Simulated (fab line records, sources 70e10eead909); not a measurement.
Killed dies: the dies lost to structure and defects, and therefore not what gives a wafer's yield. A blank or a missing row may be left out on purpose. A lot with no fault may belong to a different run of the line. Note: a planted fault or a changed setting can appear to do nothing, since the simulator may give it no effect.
fab line records	flow nand-harc
[record] lots = 24	wafers = 72	last-day = 34
route steps=1302 shown A_BLC@1136 A_M0@1158 A_M1@1179 A_BONDPAD@1219
lots that met no fault: from a run of the same line without faults
start-h: the number of hours between the record's first day and the start of the first shown wafer of the lot	wait-h: how many hours have passed since the lot's step before this one	" same as the row above	L1.1+2: a single row standing in for several wafers	- value missing, or start not given	* or withheld: withheld	< > ~ a bound
route shown NAME@n: NAME is a module with steps in the file, n the number in the route of the first one	usual: mean/standard deviation taken from wafers without a fault	same: alike in all rows	chamber/n: place in a boat	sites: the reading at each site	_std_site: their standard deviation	_edge_site: mean of outer sites minus mean of inner sites	radius-mm: how far each site lies from the wafer's centre	mask NAME#n: copy n	behind: the most recent tool/chamber to have shaped the wafer	hold: what put the lot on hold/how long, in hours/how the hold closed	device: the transistor (n, p or np) that didn't switch	end of line: the same wafers' tests at the end of the route	for a step that has no rows: nothing shown but its recipe	killed: dies lost to structure and defects at the first sort, not the wafer's yield	map: per-die view of a wafer (x killed, . not killed, _ where there is no die)
set.NAME: the setting as run; set.NAME@STEP: as run at that earlier step	model.NAME: the simulator's own value behind a step, which no gauge read
steps of the route over a sample of lots; a table a step, a row a wafer
services: when a tool's chamber went out of use (start-h, in hours from the record's first day, below 0 if earlier), for how many hours, and the reason
[[steps]]
[step NHARC_A_BLC_INSPECT_28]
[usual] raw-defect-count = 480/98
lot.wafer	tool	chamber	start-h	wait-h	raw-defect-count
L075.1	defect-inspect-02	-	548.60	0.1	552
L075.2	"	-	"	"	616
L075.4	"	-	"	"	533
L074.1	defect-inspect-02	-	549.34	0.1	470
L074.3	"	-	"	"	478
L074.4	"	-	"	"	613
L077.1	defect-inspect-02	-	564.14	0.1	341
L077.3	"	-	"	"	523
L077.4	"	-	"	"	371
L076.1	defect-inspect-01	-	565.28	0.1	456
L076.2	"	-	"	"	612
L076.6	"	-	"	"	671
L078.2	defect-inspect-01	-	574.15	0.1	411
L078.3	"	-	"	"	438
L078.5	"	-	"	"	621
L080.4	defect-inspect-01	-	588.63	0.1	575
L080.5	"	-	"	"	643
L080.6	"	-	"	"	574
L079.3	defect-inspect-02	-	590.98	0.1	316
L079.4	"	-	"	"	378
L079.6	"	-	"	"	390
L081.1	defect-inspect-01	-	604.15	0.1	553
L081.2	"	-	"	"	467
L081.5	"	-	"	"	517
L082.2	defect-inspect-01	-	608.39	0.1	315
L082.3	"	-	"	"	497
L082.5	"	-	"	"	529
L083.1	defect-inspect-02	-	625.76	0.1	605
L083.3	"	-	"	"	408
L083.5	"	-	"	"	504
L086.1	defect-inspect-02	-	632.58	0.1	604
L086.5	"	-	"	"	529
L086.6	"	-	"	"	431
L084.2	defect-inspect-02	-	633.04	0.1	499
L084.3	"	-	"	"	433
L084.6	"	-	"	"	421
L085.2	defect-inspect-01	-	640.97	0.1	538
L085.3	"	-	"	"	360
L085.6	"	-	"	"	388
L087.1	defect-inspect-02	-	652.21	0.1	706
L087.2	"	-	"	"	610
L087.5	"	-	"	"	534
L088.1	defect-inspect-01	-	661.91	0.1	483
L088.2	"	-	"	"	336
L088.4	"	-	"	"	676
L089.3	defect-inspect-02	-	664.58	0.1	471
L089.4	"	-	"	"	455
L089.5	"	-	"	"	490
L090.2	defect-inspect-01	-	695.13	0.1	510
L090.3	"	-	"	"	534
L090.5	"	-	"	"	479
L091.3	defect-inspect-01	-	703.14	0.1	432
L091.5	"	-	"	"	505
L091.6	"	-	"	"	406
L094.3	defect-inspect-02	-	709.78	0.1	443
L094.4	"	-	"	"	484
L094.5	"	-	"	"	496
L092.2	defect-inspect-02	-	710.38	0.1	511
L092.4	"	-	"	"	509
L092.5	"	-	"	"	539
L093.2	defect-inspect-01	-	717.77	0.1	453
L093.4	"	-	"	"	500
L093.6	"	-	"	"	443
L095.1	defect-inspect-02	-	737.69	0.1	619
L095.2	"	-	"	"	379
L095.5	"	-	"	"	461
L096.1	defect-inspect-01	-	747.19	0.1	425
L096.3	"	-	"	"	444
L096.5	"	-	"	"	381
L097.2	defect-inspect-01	-	761.33	0.1	500
L097.3	"	-	"	"	321
L097.6	"	-	"	"	387
[step NHARC_A_M0_PVD_20]
[recipe] target-thk-a = 50	bias-v = 168.6	power-w = 15000	chamber-pressure-pa = 0.12	time-s = 8.06	substrate-temp-c = 50	material = TaN
[usual] cathode-dc-power-W = 15000/2.7	throttle-valve-pct = 29.8/1.1
lot.wafer	tool	chamber	start-h	wait-h	cathode-dc-power-W	throttle-valve-pct
L075.1	pvd-sputter-03	-	-	-	15002	30.0
L075.2	"	-	"	"	15000	27.4
L075.4	"	-	"	"	15003	28.2
L074.1	pvd-sputter-01	-	-	-	15003	30.1
L074.4	"	-	"	"	15000	29.5
L074.3	"	-	"	"	14996	29.8
L077.3	pvd-sputter-03	-	-	-	14997	30.1
L077.4	"	-	"	"	15005	27.6
L077.1	"	-	"	"	15002	30.5
L076.2	pvd-sputter-01	-	-	-	14995	30.6
L076.1	"	-	"	"	14998	29.3
L076.6	"	-	"	"	14999	30.3
L078.3	pvd-sputter-01	-	-	-	15002	29.6
L078.2	"	-	"	"	15001	30.5
L078.5	"	-	"	"	15003	29.8
L080.4	pvd-sputter-03	-	-	-	14999	30.7
L080.5	"	-	"	"	14999	30.1
L080.6	"	-	"	"	14996	27.6
L079.4	pvd-sputter-01	-	-	-	14996	30.4
L079.3	"	-	"	"	15000	28.6
L079.6	"	-	"	"	15003	30.6
L081.1	pvd-sputter-03	-	-	-	15001	29.9
L081.2	"	-	"	"	15000	28.7
L081.5	"	-	"	"	15005	27.6
L082.3	pvd-sputter-01	-	-	-	15003	28.5
L082.2	"	-	"	"	14995	30.8
L082.5	"	-	"	"	15001	29.9
L083.3	pvd-sputter-02	-	-	-	14998	30.9
L083.1	"	-	"	"	15002	29.9
L083.5	"	-	"	"	15000	31.0
L086.1	pvd-sputter-03	-	-	-	15000	29.9
L086.5	"	-	"	"	15001	29.9
L086.6	"	-	"	"	15002	27.8
L084.2	pvd-sputter-01	-	-	-	14999	30.7
L084.3	"	-	"	"	15002	28.8
L084.6	"	-	"	"	15006	30.5
L085.2	pvd-sputter-01	-	-	-	14994	30.1
L085.3	"	-	"	"	14999	28.7
L085.6	"	-	"	"	15003	30.7
L087.1	pvd-sputter-02	-	-	-	15002	31.9
L087.2	"	-	"	"	14999	29.9
L087.5	"	-	"	"	15001	30.5
L088.4	pvd-sputter-03	-	-	-	14999	30.3
L088.2	"	-	"	"	14996	30.0
L088.1	"	-	"	"	15002	28.5
L089.4	pvd-sputter-03	-	-	-	15002	27.6
L089.3	"	-	"	"	14997	30.6
L089.5	"	-	"	"	14999	30.0
L090.3	pvd-sputter-01	-	-	-	15003	28.8
L090.2	"	-	"	"	14998	30.4
L090.5	"	-	"	"	15000	30.3
L091.3	pvd-sputter-01	-	-	-	15004	30.5
L091.6	"	-	"	"	15000	28.8
L091.5	"	-	"	"	14997	30.6
L094.3	pvd-sputter-01	-	-	-	14996	30.9
L094.4	"	-	"	"	14999	30.8
L094.5	"	-	"	"	14999	28.6
L092.4	pvd-sputter-02	-	-	-	15004	29.7
L092.2	"	-	"	"	15004	30.2
L092.5	"	-	"	"	14998	31.9
L093.4	pvd-sputter-03	-	-	-	14999	28.6
L093.2	"	-	"	"	14993	31.0
L093.6	"	-	"	"	14997	29.4
L095.2	pvd-sputter-02	-	-	-	14999	29.2
L095.1	"	-	"	"	15003	30.1
L095.5	"	-	"	"	15003	29.5
L096.3	pvd-sputter-02	-	-	-	14998	29.4
L096.1	"	-	"	"	14997	30.4
L096.5	"	-	"	"	15001	31.9
L097.2	pvd-sputter-03	-	-	-	14999	29.2
L097.3	"	-	"	"	15000	31.2
L097.6	"	-	"	"	14995	29.4
[step NHARC_A_M0_INSPECT_27]
[usual] raw-defect-count = 521/140
lot.wafer	tool	chamber	start-h	wait-h	raw-defect-count
L075.1	defect-inspect-02	-	552.21	0.0	378
L075.2	"	-	"	"	469
L075.4	"	-	"	"	501
L074.1	defect-inspect-02	-	553.08	0.0	373
L074.3	"	-	"	"	407
L074.4	"	-	"	"	446
L077.1	defect-inspect-01	-	567.57	0.0	497
L077.3	"	-	"	"	506
L077.4	"	-	"	"	440
L076.1	defect-inspect-02	-	568.87	0.0	498
L076.2	"	-	"	"	735
L076.6	"	-	"	"	682
L078.2	defect-inspect-02	-	577.90	0.0	424
L078.3	"	-	"	"	414
L078.5	"	-	"	"	479
L080.4	defect-inspect-01	-	592.19	0.0	586
L080.5	"	-	"	"	493
L080.6	"	-	"	"	435
L079.3	defect-inspect-01	-	594.42	0.0	646
L079.4	"	-	"	"	642
L079.6	"	-	"	"	499
L081.1	defect-inspect-01	-	608.11	0.0	1035
L081.2	"	-	"	"	540
L081.5	"	-	"	"	579
L082.2	defect-inspect-02	-	611.95	0.0	464
L082.3	"	-	"	"	622
L082.5	"	-	"	"	367
L083.1	defect-inspect-01	-	629.38	0.0	429
L083.3	"	-	"	"	487
L083.5	"	-	"	"	523
L086.1	defect-inspect-01	-	636.05	0.0	726
L086.5	"	-	"	"	841
L086.6	"	-	"	"	799
L084.2	defect-inspect-02	-	636.51	0.0	671
L084.3	"	-	"	"	656
L084.6	"	-	"	"	543
L085.2	defect-inspect-01	-	644.60	0.0	635
L085.3	"	-	"	"	623
L085.6	"	-	"	"	527
L087.1	defect-inspect-01	-	655.96	0.0	397
L087.2	"	-	"	"	622
L087.5	"	-	"	"	480
L088.1	defect-inspect-02	-	665.50	0.0	581
L088.2	"	-	"	"	458
L088.4	"	-	"	"	651
L089.3	defect-inspect-02	-	668.35	0.0	386
L089.4	"	-	"	"	402
L089.5	"	-	"	"	408
L090.2	defect-inspect-01	-	698.71	0.0	383
L090.3	"	-	"	"	479
L090.5	"	-	"	"	326
L091.3	defect-inspect-02	-	706.75	0.0	554
L091.5	"	-	"	"	756
L091.6	"	-	"	"	575
L094.3	defect-inspect-02	-	713.37	0.0	443
L094.4	"	-	"	"	464
L094.5	"	-	"	"	420
L092.2	defect-inspect-01	-	713.96	0.0	502
L092.4	"	-	"	"	442
L092.5	"	-	"	"	459
L093.2	defect-inspect-02	-	721.21	0.0	390
L093.4	"	-	"	"	378
L093.6	"	-	"	"	467
L095.1	defect-inspect-02	-	741.26	0.0	599
L095.2	"	-	"	"	502
L095.5	"	-	"	"	512
L096.1	defect-inspect-01	-	752.13	0.0	337
L096.3	"	-	"	"	327
L096.5	"	-	"	"	337
L097.2	defect-inspect-02	-	764.94	0.0	463
L097.3	"	-	"	"	559
L097.6	"	-	"	"	487
[step NHARC_A_M1_CD_MEAS_09]
[recipe] target-cd-nm = 120	landing-energy-ev = 500
[usual] cd-nm = 119.9/0.57
lot.wafer	tool	chamber	start-h	wait-h	cd-nm
L075.1	cd-sem-02	0	553.60	-	120.3
L075.2	"	0	"	"	120.1
L075.4	"	0	"	"	119.5
L074.1	cd-sem-03	0	554.46	-	119.9
L074.3	"	0	"	"	120.5
L074.4	"	0	"	"	119.9
L077.1	cd-sem-01	0	568.91	-	120.2
L077.3	"	0	"	"	120.3
L077.4	"	0	"	"	120.2
L076.1	cd-sem-03	0	570.29	-	120.1
L076.2	"	0	"	"	119.8
L076.6	"	0	"	"	120.2
L078.2	cd-sem-01	0	579.29	-	119.2
L078.3	"	0	"	"	119.3
L078.5	"	0	"	"	119.1
L080.4	cd-sem-03	0	593.47	-	119.8
L080.5	"	0	"	"	121.0
L080.6	"	0	"	"	120.4
L079.3	cd-sem-03	0	596.30	-	119.8
L079.4	"	0	"	"	119.8
L079.6	"	0	"	"	119.8
L081.1	cd-sem-01	0	609.49	-	120.1
L081.2	"	0	"	"	119.9
L081.5	"	0	"	"	120.4
L082.2	cd-sem-01	0	613.77	-	120.1
L082.3	"	0	"	"	120.0
L082.5	"	0	"	"	120.3
L083.1	cd-sem-02	0	630.78	-	119.4
L083.3	"	0	"	"	119.3
L083.5	"	0	"	"	119.7
L086.1	cd-sem-01	0	637.45	-	119.5
L086.5	"	0	"	"	118.6
L086.6	"	0	"	"	119.5
L084.2	cd-sem-03	0	637.78	-	119.5
L084.3	"	0	"	"	120.2
L084.6	"	0	"	"	120.5
L085.2	cd-sem-01	0	646.21	-	120.4
L085.3	"	0	"	"	121.0
L085.6	"	0	"	"	120.9
L087.1	cd-sem-02	0	657.53	-	120.5
L087.2	"	0	"	"	120.0
L087.5	"	0	"	"	119.6
L088.1	cd-sem-03	0	666.77	-	119.1
L088.2	"	0	"	"	119.3
L088.4	"	0	"	"	119.3
L089.3	cd-sem-02	0	669.73	-	119.7
L089.4	"	0	"	"	120.3
L089.5	"	0	"	"	120.3
L090.2	cd-sem-03	0	700.10	-	120.2
L090.3	"	0	"	"	120.5
L090.5	"	0	"	"	119.9
L091.3	cd-sem-01	0	708.15	-	120.3
L091.5	"	0	"	"	119.6
L091.6	"	0	"	"	120.9
L094.3	cd-sem-03	0	714.62	-	119.9
L094.4	"	0	"	"	119.8
L094.5	"	0	"	"	119.6
L092.2	cd-sem-01	0	715.23	-	121.2
L092.4	"	0	"	"	120.8
L092.5	"	0	"	"	120.8
L093.2	cd-sem-03	0	722.61	-	120.0
L093.4	"	0	"	"	120.0
L093.6	"	0	"	"	120.5
L095.1	cd-sem-01	0	742.65	-	119.2
L095.2	"	0	"	"	120.4
L095.5	"	0	"	"	120.3
L096.1	cd-sem-01	0	753.52	-	118.9
L096.3	"	0	"	"	118.9
L096.5	"	0	"	"	119.0
L097.2	cd-sem-01	0	766.21	-	119.8
L097.3	"	0	"	"	120.2
L097.6	"	0	"	"	120.7
[step NHARC_A_M1_ETCH_15]
[recipe] target-depth-a = 1825	time-s = 91.2	c4f8-flow-sccm = withheld	ar-flow-sccm = 400	rf-w = 600	bias-w = 300	chemistry = C4F8/Ar
[usual] oes-product-au = 0.951/0.022	rf-fwd-power-W = 596.0/2.4	rf-vpp-V = 442.0/2.1
lot.wafer	tool	chamber	start-h	wait-h	oes-product-au	rf-fwd-power-W	rf-hours-counter-h	rf-vpp-V
L075.4	rie-diel-13	1	-	-	0.929	597.2	0.3	443.7
L075.2	"	2	"	"	0.930	594.5	0.3	440.9
L075.1	"	3	"	"	0.923	594.9	0.3	438.5
L074.4	rie-diel-13	3	-	-	0.963	596.9	0.3	440.0
L074.1	"	0	"	"	0.963	598.0	0.3	440.6
L074.3	"	2	"	"	0.956	596.4	0.4	440.6
L077.4	rie-diel-13	2	-	-	0.983	597.0	0.8	440.9
L077.3	"	0	"	"	0.962	598.9	0.8	441.9
L077.1	"	1	"	"	0.959	594.3	0.8	445.4
L076.1	rie-diel-13	0	-	-	0.971	594.7	0.9	441.4
L076.2	"	1	"	"	0.975	597.3	0.9	445.1
L076.6	"	2	"	"	0.955	596.3	-	441.0
L078.3	rie-diel-07	0	-	-	0.930	600.6	4.9	441.8
L078.2	"	1	"	"	0.919	592.5	5.4	444.9
L078.5	"	3	"	"	0.924	591.6	-	442.1
L080.4	rie-diel-07	3	-	-	0.910	594.3	6.0	442.6
L080.5	"	3	"	"	0.915	594.6	-	442.0
L080.6	"	0	"	"	0.922	597.3	-	443.0
L079.4	rie-diel-13	2	-	-	0.928	597.4	1.5	440.1
L079.3	"	0	"	"	0.922	596.5	1.6	441.0
L079.6	"	2	"	"	0.926	596.1	-	440.7
L081.1	rie-diel-13	3	-	-	0.966	597.5	1.7	438.6
L081.2	"	0	"	"	0.962	596.2	1.8	440.3
L081.5	"	3	"	"	0.950	593.1	-	439.1
L082.3	rie-diel-13	3	-	-	0.981	597.4	1.8	439.9
L082.2	"	1	"	"	0.962	597.5	2.0	444.0
L082.5	"	2	"	"	0.980	598.3	-	439.9
L083.1	rie-diel-13	0	-	-	0.925	597.7	2.6	440.0
L083.3	"	3	"	"	0.931	594.4	2.5	440.0
L083.5	"	0	"	"	0.924	598.5	-	441.5
L086.1	rie-diel-07	0	-	-	0.931	596.1	8.8	442.2
L086.5	"	0	"	"	0.921	597.0	-	441.8
L086.6	"	1	"	"	0.933	594.3	-	443.5
L084.3	rie-diel-13	0	-	-	0.917	596.2	2.7	441.0
L084.2	"	1	"	"	0.925	595.5	2.6	445.7
L084.6	"	3	"	"	0.930	600.3	-	437.5
L085.3	rie-diel-13	2	-	-	0.991	597.4	3.0	440.9
L085.2	"	3	"	"	0.960	597.0	3.0	437.3
L085.6	"	3	"	"	0.960	597.1	-	438.0
L087.1	rie-diel-07	2	-	-	0.974	595.4	0.0	443.4
L087.2	"	0	"	"	0.948	599.9	0.0	441.6
L087.5	"	1	"	"	0.963	592.7	-	443.5
L088.1	rie-diel-07	1	-	-	0.953	591.1	0.2	444.6
L088.4	"	3	"	"	0.982	594.2	0.2	441.1
L088.2	"	0	"	"	0.960	592.3	0.2	441.2
L089.4	rie-diel-13	0	-	-	0.965	596.3	3.7	441.0
L089.3	"	1	"	"	0.973	596.8	3.7	444.9
L089.5	"	0	"	"	0.968	595.2	-	441.5
L090.2	rie-diel-09	1	-	-	0.968	596.6	0.8	445.6
L090.3	"	3	"	"	0.967	596.9	0.7	444.2
L090.5	"	0	"	"	0.949	599.9	-	441.0
L091.3	rie-diel-07	0	-	-	0.962	597.3	1.1	439.8
L091.5	"	3	"	"	0.943	590.6	-	441.5
L091.6	"	0	"	"	0.959	598.3	-	442.5
L094.4	rie-diel-07	2	-	-	0.968	596.3	2.9	442.4
L094.3	"	3	"	"	0.973	593.0	2.9	441.8
L094.5	"	2	"	"	0.956	599.1	-	443.8
L092.4	rie-diel-09	3	-	-	0.958	599.1	0.9	443.2
L092.2	"	1	"	"	0.964	598.4	1.2	446.1
L092.5	"	0	"	"	0.955	597.4	-	442.8
L093.4	rie-diel-13	1	-	-	0.981	595.7	0.4	444.1
L093.2	"	2	"	"	0.983	595.1	0.5	441.2
L093.6	"	3	"	"	0.961	599.5	-	438.2
L095.1	rie-diel-07	0	-	-	0.983	594.5	2.3	441.8
L095.2	"	3	"	"	0.971	591.4	4.2	442.3
L095.5	"	1	"	"	0.968	593.5	-	445.0
L096.1	rie-diel-09	2	-	-	0.973	598.7	3.4	443.6
L096.3	"	3	"	"	0.963	596.0	2.9	443.5
L096.5	"	1	"	"	0.969	598.6	-	444.8
L097.3	rie-diel-07	3	-	-	0.923	594.6	5.7	442.0
L097.2	"	1	"	"	0.930	592.4	5.7	443.5
L097.6	"	2	"	"	0.931	595.1	-	443.4
[step NHARC_A_BONDPAD_ETCH_34]
[recipe] target-depth-a = 600	overetch-a = 180	time-s = 65.91	ion-energy-ev = 200	n2-flow-sccm = 150	h2-flow-sccm = 150	ar-flow-sccm = 0	rf-w = 400	bias-w = 150	chemistry = N2/H2
[usual] drypump-motor-current-A = 5.8/0.58	h2-flow-sccm = 150.0/0.44	oes-product-au = 1.004/0.0071	rf-fwd-power-W = 396.2/1.5	rf-vpp-V = 429/3.1	showerhead-plenum-p-Torr = 2.00/0.11	throttle-valve-pct = 14.170/0.009
lot.wafer	tool	chamber	start-h	wait-h	drypump-motor-current-A	h2-flow-sccm	oes-product-au	rf-fwd-power-W	rf-hours-counter-h	rf-vpp-V	showerhead-plenum-p-Torr	throttle-valve-pct
L075.2	rie-diel-04	2	558.57	0.1	5.8	150.0	1.006	393.3	1	427	1.91	14.148
L075.1	"	3	"	"	6.1	150.1	1.000	397.9	1	429	1.96	14.167
L075.4	"	0	"	"	5.0	150.1	1.010	395.8	1	427	1.90	14.181
L074.4	rie-diel-04	0	559.46	0.1	5.0	149.3	0.995	396.1	1	428	1.90	14.176
L074.3	"	1	"	"	6.5	150.1	0.993	397.8	1	435	2.19	14.170
L074.1	"	2	"	"	5.8	150.3	1.008	394.1	1	426	1.91	14.165
L077.3	rie-diel-04	1	573.92	0.1	6.5	150.0	0.998	396.1	2	436	2.19	14.166
L077.1	"	2	"	"	5.8	149.9	1.016	394.8	2	427	1.91	14.157
L077.4	"	3	"	"	6.1	149.6	1.017	396.6	1	429	1.96	14.177
L076.2	rie-diel-04	1	575.17	0.1	6.5	149.9	1.004	397.9	2	435	2.19	14.183
L076.1	"	0	"	"	5.0	150.6	1.008	397.8	2	428	1.90	14.159
L076.6	"	1	"	"	6.5	150.0	1.000	396.5	-	434	2.19	14.183
L078.2	rie-diel-04	2	584.34	0.1	5.8	149.9	1.012	395.4	2	427	1.91	14.162
L078.3	"	3	"	"	6.1	149.7	1.014	394.9	2	428	1.96	14.170
L078.5	"	1	"	"	6.5	149.7	1.009	397.1	-	436	2.19	14.177
L080.4	rie-diel-04	0	598.47	0.1	5.0	150.6	1.005	397.0	2	427	1.90	14.178
L080.5	"	0	"	"	5.0	150.5	1.003	396.4	-	427	1.90	14.159
L080.6	"	1	"	"	6.5	149.9	0.991	397.6	-	435	2.19	14.168
L079.3	rie-diel-04	2	601.36	0.1	5.8	150.4	1.012	395.8	2	428	1.91	14.164
L079.4	"	3	"	"	6.1	150.8	1.003	396.7	2	427	1.96	14.169
L079.6	"	2	"	"	5.8	150.3	1.011	395.3	-	427	1.91	14.185
L081.1	rie-diel-04	0	614.78	0.1	5.0	150.7	0.999	397.9	3	425	1.90	14.165
L081.2	"	1	"	"	6.5	150.1	1.006	396.6	3	435	2.19	14.162
L081.5	"	2	"	"	5.8	149.4	1.017	397.5	-	426	1.91	14.172
L082.3	rie-diel-04	0	618.79	0.1	5.0	149.8	0.987	396.8	3	426	1.90	14.162
L082.2	"	1	"	"	6.5	150.7	0.995	395.3	3	434	2.19	14.178
L082.5	"	2	"	"	5.8	149.7	1.019	394.7	-	427	1.91	14.161
L083.1	rie-diel-04	3	635.86	0.1	6.1	149.9	1.003	395.4	3	429	1.96	14.170
L083.3	"	1	"	"	6.5	150.0	1.000	397.2	3	434	2.19	14.186
L083.5	"	0	"	"	5.0	149.7	0.998	395.7	-	427	1.90	14.173
L086.1	rie-diel-04	0	642.34	0.1	5.0	149.7	1.011	396.5	3	427	1.90	14.176
L086.6	"	0	"	"	5.0	149.7	1.021	397.4	-	427	1.90	14.175
L086.5	"	1	"	"	6.5	149.9	1.000	395.3	-	434	2.19	14.172
L084.3	rie-diel-04	2	643.01	0.1	5.8	149.3	1.006	395.0	4	427	1.91	14.176
L084.2	"	0	"	"	5.0	150.8	1.012	395.8	3	427	1.90	14.165
L084.6	"	1	"	"	6.5	149.7	1.006	396.7	-	434	2.19	14.169
L085.2	rie-diel-02	3	651.22	0.1	5.8	149.3	0.991	399.2	11	430	2.00	14.177
L085.3	"	0	"	"	4.8	150.2	1.001	395.9	12	430	1.96	14.183
L085.6	"	0	"	"	4.8	150.1	0.986	396.8	-	429	1.96	14.189
L087.1	rie-diel-02	1	662.41	0.1	5.8	150.4	1.010	396.2	13	433	2.11	14.172
L087.2	"	3	"	"	5.8	150.0	0.996	397.7	13	428	2.00	14.161
L087.5	"	2	"	"	6.3	150.2	0.994	393.4	-	427	1.90	14.182
L088.4	rie-diel-02	3	671.82	0.1	5.8	150.1	1.008	398.4	14	430	2.00	14.167
L088.1	"	0	"	"	4.8	150.0	0.999	395.2	14	429	1.95	14.178
L088.2	"	1	"	"	5.8	149.9	1.015	396.8	16	432	2.11	14.166
L089.4	rie-diel-02	3	674.89	0.1	5.9	150.8	1.005	398.9	15	429	2.00	14.163
L089.3	"	0	"	"	4.8	150.1	1.004	393.0	14	429	1.95	14.161
L089.5	"	3	"	"	5.8	150.2	1.008	398.3	-	430	2.00	14.164
L090.3	rie-diel-02	3	705.16	0.1	5.8	149.4	1.007	400.0	22	429	2.00	14.164
L090.2	"	2	"	"	6.3	149.6	0.999	395.9	25	425	1.90	14.174
L090.5	"	3	"	"	5.8	149.8	1.001	397.3	-	430	2.00	14.161
L091.3	rie-diel-02	3	713.12	0.1	5.8	150.4	1.010	398.3	24	430	2.00	14.168
L091.5	"	2	"	"	6.3	150.8	1.005	395.3	-	427	1.90	14.184
L091.6	"	3	"	"	5.8	150.2	1.000	396.6	-	429	2.00	14.178
L094.4	rie-diel-04	0	719.49	0.1	5.0	150.4	1.010	398.1	0	426	1.90	14.177
L094.3	"	1	"	"	6.5	150.4	1.008	395.9	0	433	2.19	14.169
L094.5	"	0	"	"	5.0	149.6	1.015	397.1	-	427	1.90	14.167
L092.2	rie-diel-05	2	720.22	0.1	6.4	150.6	0.999	395.0	46	435	2.20	14.178
L092.4	"	1	"	"	5.0	149.4	1.004	397.4	50	432	2.16	14.178
L092.5	"	2	"	"	6.4	150.8	1.002	394.7	-	436	2.20	14.160
L093.4	rie-diel-04	1	727.46	0.1	6.5	149.8	1.005	395.6	0	434	2.19	14.173
L093.2	"	2	"	"	5.8	149.7	1.005	395.4	0	426	1.91	14.171
L093.6	"	1	"	"	6.5	150.4	1.010	397.1	-	435	2.19	14.177
L095.2	rie-diel-04	0	747.65	0.1	5.0	150.2	1.012	396.1	1	425	1.90	14.174
L095.1	"	1	"	"	6.5	150.0	1.009	397.7	1	435	2.19	14.160
L095.5	"	1	"	"	6.5	150.6	1.009	397.1	-	435	2.19	14.169
L096.3	rie-diel-02	3	758.55	0.1	5.9	149.8	0.999	399.0	0	430	1.99	14.168
L096.1	"	1	"	"	5.8	149.8	1.006	396.0	0	433	2.10	14.177
L096.5	"	2	"	"	6.3	149.1	1.007	393.4	-	426	1.90	14.168
L097.3	rie-diel-04	1	771.20	0.1	6.5	149.3	0.995	396.5	2	434	2.19	14.184
L097.2	"	2	"	"	5.8	149.5	1.011	393.3	2	428	1.91	14.178
L097.6	"	1	"	"	6.5	149.8	1.007	394.6	-	435	2.19	14.169
[[services]]
tool	chamber	start-h	hours	kind
rie-diel-04	-	532.10	9.0	pm
rie-diel-13	-	539.92	0.3	repair
pvd-sputter-03	-	543.86	1.6	repair
rie-diel-13	3	545.90	7.1	repair
rie-diel-02	-	571.20	9.0	pm
rie-diel-13	2	575.05	8.3	repair
pvd-sputter-01	-	582.00	10.0	pm
rie-diel-02	0	587.88	3.2	repair
pvd-sputter-03	-	609.33	1.4	repair
rie-diel-02	3	609.61	14.8	repair
rie-diel-04	3	636.77	6.3	repair
rie-diel-02	1	642.23	10.7	repair
rie-diel-07	-	648.21	9.0	pm
rie-diel-02	0	651.71	1.5	repair
pvd-sputter-03	-	664.78	0.7	repair
rie-diel-13	2	682.63	5.2	repair
rie-diel-07	0	685.47	13.8	repair
rie-diel-13	-	696.00	9.0	pm
pvd-sputter-03	-	704.00	10.0	pm
rie-diel-04	-	709.10	9.0	pm
rie-diel-07	3	721.64	5.2	repair
pvd-sputter-03	-	724.65	1.8	repair
pvd-sputter-01	-	728.61	2.2	repair
rie-diel-07	2	754.63	9.5	repair
[[key]]
fault none
